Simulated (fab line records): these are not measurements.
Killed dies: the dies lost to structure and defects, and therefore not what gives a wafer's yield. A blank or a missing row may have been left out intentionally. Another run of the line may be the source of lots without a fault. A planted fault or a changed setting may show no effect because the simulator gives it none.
fab line records ; flow n5Finfet
record lots=7; wafers=39
route steps=1938 shown BEOL_M13@1659 BEOL_M14@1751
startH: hours from the record's first day to the start of the lot's first wafer shown ; waitH: hours since the lot's step before ; " repeats the value in the row above ; L1.1+2: a row that stands for several wafers ; - no value, or no start given ; * or withheld: withheld ; < > ~ a bound
route shown NAME@n: names a module that has steps shown in the file, with the first one's number in the route ; usual: the fault-free wafers' mean and standard deviation ; same: alike in all rows ; chamber/n: place in a boat ; sites: each site's reading ; _std_site: the standard deviation of these ; _edge_site: outer sites' mean less inner sites' ; radiusMm: for every site, how far away it sits from the centre of the wafer ; mask NAME#n: copy n ; behind: the most recent tool/chamber to have shaped the wafer ; hold: why the lot went on hold/how many hours it stayed there/how the hold came to an end ; device: transistor that didn't switch, given as n, p or np ; end of line: the same wafers' tests at the end of the route ; a step with no rows: only its recipe ; killed: not the wafer's yield, but the dies lost to structure and defects at the first sort ; map: a wafer's dies, marking killed ones x, the rest . and places with no die _
set.NAME: the setting as run; set.NAME@STEP: as run at that earlier step ; model.NAME: the simulator's own value behind a step, which no gauge read
one table per step and one row per wafer, for lots whose settings were changed on purpose
## steps
# step N5_BEOL_M13_ILD_DEP_00
# recipe material=SiOC; targetThkA=8379.2; tempC=350; precursor=DEMS/O2; pressureTorr=5; rfW=500; timeS=166.4
lot.wafer;tool;chamber;startH;waitH;set.targetThkA;model.SiOC_of_BEOL_M13_ILD_DEP_00.thkNm
L075.1;pecvd-03;0;280.63;0.0;13140;1291
L075.2;pecvd-03;0;280.63;0.0;13140;1308
L075.3;pecvd-03;0;280.63;0.0;8379.2;841.8
L075.4;pecvd-03;0;280.63;0.0;8379.2;833.2
L075.5;pecvd-03;0;280.63;0.0;8379.2;834.8
L075.6;pecvd-03;0;280.63;0.0;13140;1312
L083.1;pecvd-04;2;339.63;0.0;8379.2;823.6
L083.2;pecvd-04;1;339.63;0.0;6048;588.4
L083.3;pecvd-04;0;339.63;0.0;8379.2;830.2
L083.4;pecvd-04;1;339.63;0.0;6048;608.6
L083.5;pecvd-04;0;339.63;0.0;6048;599.2
L083.6;pecvd-04;2;339.63;0.0;8379.2;832
L081.1;pecvd-02;0;354.98;0.0;8379.2;837
L081.2;pecvd-02;2;354.98;0.0;8379.2;830.4
L081.3;pecvd-02;1;354.98;0.0;8379.2;838.4
L081.4;pecvd-02;2;354.98;0.0;10990;1115
L081.5;pecvd-02;0;354.98;0.0;10990;1097
L081.6;pecvd-02;1;354.98;0.0;10990;1109
L087.3;pecvd-03;2;381.39;0.1;8379.2;834.2
L087.4;pecvd-03;0;381.39;0.1;8379.2;838.8
L087.5;pecvd-03;2;381.39;0.1;8379.2;827
L088.1;pecvd-03;1;394.82;0.0;3732;376.6
L088.2;pecvd-03;0;394.82;0.0;3732;382.8
L088.3;pecvd-03;2;394.82;0.0;3732;378.6
L088.4;pecvd-03;0;394.82;0.0;8379.2;853.2
L088.5;pecvd-03;2;394.82;0.0;8379.2;848.8
L088.6;pecvd-03;1;394.82;0.0;8379.2;860.2
L089.1;pecvd-02;2;395.89;0.0;6846;677.8
L089.2;pecvd-02;1;395.89;0.0;8379.2;827.6
L089.3;pecvd-02;0;395.89;0.0;6846;682.2
L089.4;pecvd-02;2;395.89;0.0;6846;688.4
L089.5;pecvd-02;1;395.89;0.0;8379.2;834.4
L089.6;pecvd-02;0;395.89;0.0;8379.2;847.4
L096.1;pecvd-02;1;443.96;0.0;3590;367.6
L096.2;pecvd-02;0;443.96;0.0;3590;365
L096.3;pecvd-02;2;443.96;0.0;8379.2;835.6
L096.4;pecvd-02;2;443.96;0.0;8379.2;850.8
L096.5;pecvd-02;0;443.96;0.0;3590;372.6
L096.6;pecvd-02;1;443.96;0.0;8379.2;845.6
# step N5_BEOL_M13_THK_MEAS_01
# recipe reads=SiOC_of_BEOL_M13_ILD_DEP_00
# usual M13_ILD_THK=838/10
lot.wafer;tool;chamber;startH;waitH;set.targetThkA@BEOL_M13_ILD_DEP_00;M13_ILD_THK[nm]
L075.1;filmMetro-01;-;281.01;0.3;13140;1292
L075.2;filmMetro-01;-;281.01;0.3;13140;1308
L075.3;filmMetro-01;-;281.01;0.3;8379.2;842
L075.4;filmMetro-01;-;281.01;0.3;8379.2;833
L075.5;filmMetro-01;-;281.01;0.3;8379.2;835
L075.6;filmMetro-01;-;281.01;0.3;13140;1313
L083.1;filmMetro-01;-;339.78;0.1;8379.2;823
L083.2;filmMetro-01;-;339.78;0.1;6048;589
L083.3;filmMetro-01;-;339.78;0.1;8379.2;830
L083.4;filmMetro-01;-;339.78;0.1;6048;609
L083.5;filmMetro-01;-;339.78;0.1;6048;600
L083.6;filmMetro-01;-;339.78;0.1;8379.2;831
L081.1;filmMetro-01;-;355.13;0.1;8379.2;837
L081.2;filmMetro-01;-;355.13;0.1;8379.2;830
L081.3;filmMetro-01;-;355.13;0.1;8379.2;840
L081.4;filmMetro-01;-;355.13;0.1;10990;1115
L081.5;filmMetro-01;-;355.13;0.1;10990;1096
L081.6;filmMetro-01;-;355.13;0.1;10990;1109
L087.3;filmMetro-02;-;381.54;0.1;8379.2;834
L087.4;filmMetro-02;-;381.54;0.1;8379.2;839
L087.5;filmMetro-02;-;381.54;0.1;8379.2;827
L088.1;filmMetro-02;-;394.97;0.1;3732;376
L088.2;filmMetro-02;-;394.97;0.1;3732;383
L088.3;filmMetro-02;-;394.97;0.1;3732;379
L088.4;filmMetro-02;-;394.97;0.1;8379.2;853
L088.5;filmMetro-02;-;394.97;0.1;8379.2;849
L088.6;filmMetro-02;-;394.97;0.1;8379.2;860
L089.1;filmMetro-01;-;396.05;0.1;6846;678
L089.2;filmMetro-01;-;396.05;0.1;8379.2;828
L089.3;filmMetro-01;-;396.05;0.1;6846;682
L089.4;filmMetro-01;-;396.05;0.1;6846;688
L089.5;filmMetro-01;-;396.05;0.1;8379.2;835
L089.6;filmMetro-01;-;396.05;0.1;8379.2;848
L096.1;filmMetro-02;-;444.11;0.1;3590;368
L096.2;filmMetro-02;-;444.11;0.1;3590;365
L096.3;filmMetro-02;-;444.11;0.1;8379.2;835
L096.4;filmMetro-02;-;444.11;0.1;8379.2;850
L096.5;filmMetro-02;-;444.11;0.1;3590;373
L096.6;filmMetro-02;-;444.11;0.1;8379.2;845
# step N5_BEOL_M13_COAT_58
# recipe resist=BARC; tempC=205; timeS=60; spinRpm=1500; resistThkNm=89
# step N5_BEOL_M13_COAT_04
# recipe spinRpm=1625; resistThkNm=400
# step N5_BEOL_M13_DESCUM_15
# recipe chemistry=O2; timeS=7.9; sourcePowerW=50; biasPowerW=20; pressureMtorr=20; rfFrequencyHz=2.712e+07; tempC=40; o2FlowSccm=225
# step N5_BEOL_M13_ETCH_59
# recipe chemistry=N2/H2; target=BARC; targetDepthA=890; overetchA=267; timeS=67.9; ionEnergyEv=200; pressureMtorr=30; sourceW=840; biasW=150; n2FlowSccm=200; h2FlowSccm=200
# step N5_BEOL_M13_VIA_ETCH_16
# recipe chemistry=C4F8/O2/Ar; target=SiOC; pressureMtorr=30; sourceW=3000; biasW=700; Ar_flow_sccm=400; C4F8_flow_sccm=15; O2_flow_sccm=8; heInnerTorr=15; heOuterTorr=30; targetDepthA=9217; timeS=withheld; ionEnergyEv=250; ends=cleared
lot.wafer;tool;chamber;startH;waitH;set.targetThkA@BEOL_M13_ILD_DEP_00;model.etch.depthNm;model.BARC_of_BEOL_M13_COAT_58.thkNm;model.coat_of_BEOL_M13_COAT_04.thkNm
L075.1;rieDiel-05;1;281.49;0.0;13140;1291;22.6;0
L075.2;rieDiel-05;2;281.49;0.0;13140;1308;19.8;0
L075.3;rieDiel-05;0;281.49;0.0;8379.2;841.8;88.8;70
L075.4;rieDiel-05;3;281.49;0.0;8379.2;833.2;89.2;72.2
L075.5;rieDiel-05;1;281.49;0.0;8379.2;834.8;89;73
L075.6;rieDiel-05;2;281.49;0.0;13140;1312;17.2;0
L083.1;rieDiel-06;2;340.38;0.0;8379.2;823.6;89;74.8
L083.2;rieDiel-06;0;340.38;0.0;6048;588.5;89;147.6
L083.3;rieDiel-06;1;340.38;0.0;8379.2;830.3;89.2;73.4
L083.4;rieDiel-06;0;340.38;0.0;6048;608.6;89;140.8
L083.5;rieDiel-06;1;340.38;0.0;6048;599.1;89;141.2
L083.6;rieDiel-06;2;340.38;0.0;8379.2;832.1;89.2;72.8
L081.1;rieDiel-05;3;355.61;0.0;8379.2;836.9;88.8;73
L081.2;rieDiel-05;1;355.61;0.0;8379.2;830.4;89;75.4
L081.3;rieDiel-05;0;355.61;0.0;8379.2;838.5;89;73
L081.4;rieDiel-05;2;355.61;0.0;10990;1115;79.6;0
L081.5;rieDiel-05;1;355.61;0.0;10990;1097;84.8;0
L081.6;rieDiel-05;2;355.61;0.0;10990;1109;81.8;0
L087.3;rieDiel-05;2;382.02;0.0;8379.2;834.2;89.2;74.8
L087.4;rieDiel-05;1;382.02;0.0;8379.2;838.9;89.6;73
L087.5;rieDiel-05;3;382.02;0.0;8379.2;827;89.4;76.4
L088.1;rieDiel-05;1;395.65;0.0;3732;376.7;89;207
L088.2;rieDiel-05;3;395.65;0.0;3732;382.8;89;206.6
L088.3;rieDiel-05;0;395.65;0.0;3732;378.6;89;206.8
L088.4;rieDiel-05;2;395.65;0.0;8379.2;853.3;88.8;68.4
L088.5;rieDiel-05;3;395.65;0.0;8379.2;848.7;89;68
L088.6;rieDiel-05;2;395.65;0.0;8379.2;860.1;89;66.4
L089.1;rieDiel-06;1;396.65;0.0;6846;677.8;88.8;115.4
L089.2;rieDiel-06;3;396.65;0.0;8379.2;827.6;88.8;73
L089.3;rieDiel-06;2;396.65;0.0;6846;682.2;88.8;114.2
L089.4;rieDiel-06;1;396.65;0.0;6846;688.3;89;112.6
L089.5;rieDiel-06;2;396.65;0.0;8379.2;834.4;88.8;69.8
L089.6;rieDiel-06;3;396.65;0.0;8379.2;847.4;88.8;66.6
L096.1;rieDiel-05;1;444.59;0.0;3590;367.6;88.8;211.2
L096.2;rieDiel-05;0;444.59;0.0;3590;365.1;89;211.6
L096.3;rieDiel-05;2;444.59;0.0;8379.2;835.7;89.2;72.6
L096.4;rieDiel-05;3;444.59;0.0;8379.2;850.8;89.2;67.8
L096.5;rieDiel-05;2;444.59;0.0;3590;372.6;89.2;209.8
L096.6;rieDiel-05;3;444.59;0.0;8379.2;845.5;89.4;68.6
# step N5_BEOL_M13_STRIP_63
# recipe chemistry=N2/H2; powerW=1000; tempC=250; h2Frac=0.65; overashFraction=0.3; pressureMtorr=1000; n2FlowSccm=1750; h2FlowSccm=3250
# usual oesProductAu=0.674/0.005; stripTimeToEndpointS=28.0/1
lot.wafer;tool;chamber;startH;waitH;set.targetThkA@BEOL_M13_ILD_DEP_00;oesProductAu;stripTimeToEndpointS
L075.1;plasmaAsher-01;0;281.73;-;13140;0.225;0.0
L075.2;plasmaAsher-01;1;281.73;-;13140;0.224;0.0
L075.3;plasmaAsher-01;0;281.73;-;8379.2;0.674;27.7
L075.4;plasmaAsher-01;1;281.73;-;8379.2;0.670;28.3
L075.5;plasmaAsher-01;0;281.73;-;8379.2;0.672;28.5
L075.6;plasmaAsher-01;1;281.73;-;13140;0.241;0.0
L083.1;plasmaAsher-01;0;340.62;-;8379.2;0.675;29.1
L083.2;plasmaAsher-01;1;340.62;-;6048;0.690;49.0
L083.3;plasmaAsher-01;0;340.62;-;8379.2;0.669;28.7
L083.4;plasmaAsher-01;1;340.62;-;6048;0.696;47.3
L083.5;plasmaAsher-01;0;340.62;-;6048;0.702;47.4
L083.6;plasmaAsher-01;1;340.62;-;8379.2;0.665;28.5
L081.1;plasmaAsher-02;1;355.85;-;8379.2;0.667;28.5
L081.2;plasmaAsher-02;0;355.85;-;8379.2;0.680;29.2
L081.3;plasmaAsher-02;0;355.85;-;8379.2;0.683;28.5
L081.4;plasmaAsher-02;1;355.85;-;10990;0.239;0.1
L081.5;plasmaAsher-02;0;355.85;-;10990;0.240;0.0
L081.6;plasmaAsher-02;1;355.85;-;10990;0.233;0.0
L087.3;plasmaAsher-01;1;382.28;-;8379.2;0.684;29.1
L087.4;plasmaAsher-01;0;382.28;-;8379.2;0.679;28.6
L087.5;plasmaAsher-01;0;382.28;-;8379.2;0.670;29.5
L088.1;plasmaAsher-02;0;395.89;-;3732;0.794;64.4
L088.2;plasmaAsher-02;1;395.89;-;3732;0.800;64.3
L088.3;plasmaAsher-02;1;395.89;-;3732;0.794;64.4
L088.4;plasmaAsher-02;0;395.89;-;8379.2;0.669;27.2
L088.5;plasmaAsher-02;1;395.89;-;8379.2;0.676;27.1
L088.6;plasmaAsher-02;0;395.89;-;8379.2;0.673;26.6
L089.1;plasmaAsher-02;0;396.89;-;6846;0.683;40.4
L089.2;plasmaAsher-02;1;396.89;-;8379.2;0.673;28.5
L089.3;plasmaAsher-02;0;396.89;-;6846;0.696;40.1
L089.4;plasmaAsher-02;1;396.89;-;6846;0.681;39.7
L089.5;plasmaAsher-02;0;396.89;-;8379.2;0.673;27.6
L089.6;plasmaAsher-02;1;396.89;-;8379.2;0.683;26.7
L096.1;plasmaAsher-02;0;444.83;-;3590;0.806;65.5
L096.2;plasmaAsher-02;1;444.83;-;3590;0.806;65.6
L096.3;plasmaAsher-02;0;444.83;-;8379.2;0.668;28.4
L096.4;plasmaAsher-02;1;444.83;-;8379.2;0.664;27.0
L096.5;plasmaAsher-02;0;444.83;-;3590;0.804;65.1
L096.6;plasmaAsher-02;1;444.83;-;8379.2;0.672;27.3
# step N5_BEOL_M13_STRIP_64
# recipe chemistry=N2/H2; powerW=1000; tempC=250; h2Frac=0.65; overashFraction=0.3; pressureMtorr=withheld; n2FlowSccm=1750; h2FlowSccm=3250
# usual stripTimeToEndpointS=31.37/0.077
lot.wafer;tool;chamber;startH;waitH;set.targetThkA@BEOL_M13_ILD_DEP_00;stripTimeToEndpointS
L075.1;plasmaAsher-01;0;281.79;0.0;13140;12.42
L075.2;plasmaAsher-01;1;281.79;0.0;13140;11.37
L075.3;plasmaAsher-01;0;281.79;0.0;8379.2;31.25
L075.4;plasmaAsher-01;1;281.79;0.0;8379.2;31.39
L075.5;plasmaAsher-01;0;281.79;0.0;8379.2;31.31
L075.6;plasmaAsher-01;1;281.79;0.0;13140;10.45
L083.1;plasmaAsher-01;0;340.68;0.0;8379.2;31.33
L083.2;plasmaAsher-01;1;340.68;0.0;6048;31.33
L083.3;plasmaAsher-01;0;340.68;0.0;8379.2;31.36
L083.4;plasmaAsher-01;1;340.68;0.0;6048;31.29
L083.5;plasmaAsher-01;0;340.68;0.0;6048;31.34
L083.6;plasmaAsher-01;1;340.68;0.0;8379.2;31.38
L081.1;plasmaAsher-02;1;355.91;0.0;8379.2;31.22
L081.2;plasmaAsher-02;0;355.91;0.0;8379.2;31.30
L081.3;plasmaAsher-02;0;355.91;0.0;8379.2;31.30
L081.4;plasmaAsher-02;1;355.91;0.0;10990;30.45
L081.5;plasmaAsher-02;0;355.91;0.0;10990;31.95
L081.6;plasmaAsher-02;1;355.91;0.0;10990;31.09
L087.3;plasmaAsher-01;1;382.34;0.0;8379.2;31.39
L087.4;plasmaAsher-01;0;382.34;0.0;8379.2;31.46
L087.5;plasmaAsher-01;0;382.34;0.0;8379.2;31.46
L088.1;plasmaAsher-02;0;395.95;0.0;3732;31.29
L088.2;plasmaAsher-02;1;395.95;0.0;3732;31.30
L088.3;plasmaAsher-02;1;395.95;0.0;3732;31.30
L088.4;plasmaAsher-02;0;395.95;0.0;8379.2;31.25
L088.5;plasmaAsher-02;1;395.95;0.0;8379.2;31.31
L088.6;plasmaAsher-02;0;395.95;0.0;8379.2;31.33
L089.1;plasmaAsher-02;0;396.95;0.0;6846;31.28
L089.2;plasmaAsher-02;1;396.95;0.0;8379.2;31.25
L089.3;plasmaAsher-02;0;396.95;0.0;6846;31.27
L089.4;plasmaAsher-02;1;396.95;0.0;6846;31.31
L089.5;plasmaAsher-02;0;396.95;0.0;8379.2;31.27
L089.6;plasmaAsher-02;1;396.95;0.0;8379.2;31.26
L096.1;plasmaAsher-02;0;444.89;0.0;3590;31.30
L096.2;plasmaAsher-02;1;444.89;0.0;3590;31.32
L096.3;plasmaAsher-02;0;444.89;0.0;8379.2;31.39
L096.4;plasmaAsher-02;1;444.89;0.0;8379.2;31.41
L096.5;plasmaAsher-02;0;444.89;0.0;3590;31.37
L096.6;plasmaAsher-02;1;444.89;0.0;8379.2;31.41
# step N5_BEOL_M14_ETCH_68
# recipe chemistry=N2/H2; target=SOC; maskMaterial=SiARC; sourceW=3000; biasW=350; tempC=40; timeS=450; ionEnergyEv=200; pressureMtorr=30; n2FlowSccm=200; h2FlowSccm=200
lot.wafer;tool;chamber;startH;waitH;set.timeS;model.SiARC_of_BEOL_M14_COAT_66.thkNm
L075.1+3;rieDiel-04;1;286.74;0.1;450;65.2
L075.2;rieDiel-04;3;286.74;0.1;450;66.2
L075.4;rieDiel-04;3;286.74;0.1;450;65.8
L075.5;rieDiel-04;3;286.74;0.1;450;65.4
L075.6;rieDiel-04;1;286.74;0.1;450;65.6
L083.1;rieDiel-04;3;347.02;0.1;450;63.8
L083.2;rieDiel-04;2;347.02;0.1;634.8;46.2
L083.3+5;rieDiel-04;1;347.02;0.1;450;65.4
L083.4;rieDiel-04;3;347.02;0.1;634.8;45.2
L083.6;rieDiel-04;2;347.02;0.1;634.8;45.8
L081.1;rieDiel-04;1;362.23;0.1;450;65.8
L081.2;rieDiel-04;0;362.23;0.1;450;64.6
L081.3;rieDiel-04;2;362.23;0.1;560.7;53.8
L081.4;rieDiel-04;3;362.23;0.1;560.7;53.4
L081.5;rieDiel-04;2;362.23;0.1;560.7;54
L081.6;rieDiel-04;3;362.23;0.1;450;64.2
L087.3;rieDiel-01;3;388.93;0.1;450;65.4
L087.4;rieDiel-01;2;388.93;0.1;450;65.6
L087.5;rieDiel-01;2;388.93;0.1;450;66
L088.1;rieDiel-03;1;404.11;0.1;379.7;72.6
L088.2;rieDiel-03;0;404.11;0.1;450;65.8
L088.3;rieDiel-03;2;404.11;0.1;379.7;71.6
L088.4;rieDiel-03;2;404.11;0.1;450;64.4
L088.5;rieDiel-03;1;404.11;0.1;450;65.2
L088.6;rieDiel-03;0;404.11;0.1;379.7;73
L089.1;rieDiel-04;1;404.81;0.1;450;65.6
L089.2;rieDiel-04;0;404.81;0.1;696.4;39.6
L089.3;rieDiel-04;2;404.81;0.1;450;65
L089.4+6;rieDiel-04;3,0;404.81;0.1;696.4;39.4
L089.5;rieDiel-04;3;404.81;0.1;450;64.2
L096.1;rieDiel-04;1;456.43;0.1;326.5;77.4
L096.2;rieDiel-04;2;456.43;0.1;450;63.6
L096.3;rieDiel-04;0;456.43;0.1;450;64
L096.4;rieDiel-04;3;456.43;0.1;326.5;76.6
L096.5;rieDiel-04;2;456.43;0.1;326.5;77.2
L096.6;rieDiel-04;1;456.43;0.1;450;65.4
## key
split step=N5_BEOL_M13_ILD_DEP_00; setting=targetThkA; stated=8379.2; by=wafer
response step=N5_BEOL_M13_ILD_DEP_00; reading=model.SiOC_of_BEOL_M13_ILD_DEP_00.thkNm; change=+8.39; per=1%; r=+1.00
response step=N5_BEOL_M13_THK_MEAS_01; reading=M13_ILD_THK; change=+8.38; per=1%; r=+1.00
response step=N5_BEOL_M13_VIA_ETCH_16; reading=model.etch.depthNm; change=+8.39; per=1%; r=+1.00
response step=N5_BEOL_M13_VIA_ETCH_16; reading=model.BARC_of_BEOL_M13_COAT_58.thkNm; shape=bent; atLowest=89; atStated=89.07; atHighest=19.87
response step=N5_BEOL_M13_VIA_ETCH_16; reading=model.coat_of_BEOL_M13_COAT_04.thkNm; change=-2.14; per=1%; r=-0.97
response step=N5_BEOL_M13_STRIP_63; reading=oesProductAu; shape=bent; atLowest=0.805; atStated=0.673; atHighest=0.230
response step=N5_BEOL_M13_STRIP_63; reading=stripTimeToEndpointS; shape=bent; atLowest=*; atStated=*; atHighest=*
response step=N5_BEOL_M13_STRIP_64; reading=stripTimeToEndpointS; shape=bent; atLowest=*; atStated=*; atHighest=*
split step=N5_BEOL_M14_ETCH_68; setting=timeS; stated=450; by=wafer
response step=N5_BEOL_M14_ETCH_68; reading=model.SiARC_of_BEOL_M14_COAT_66.thkNm; change=-0.464; per=1%; r=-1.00
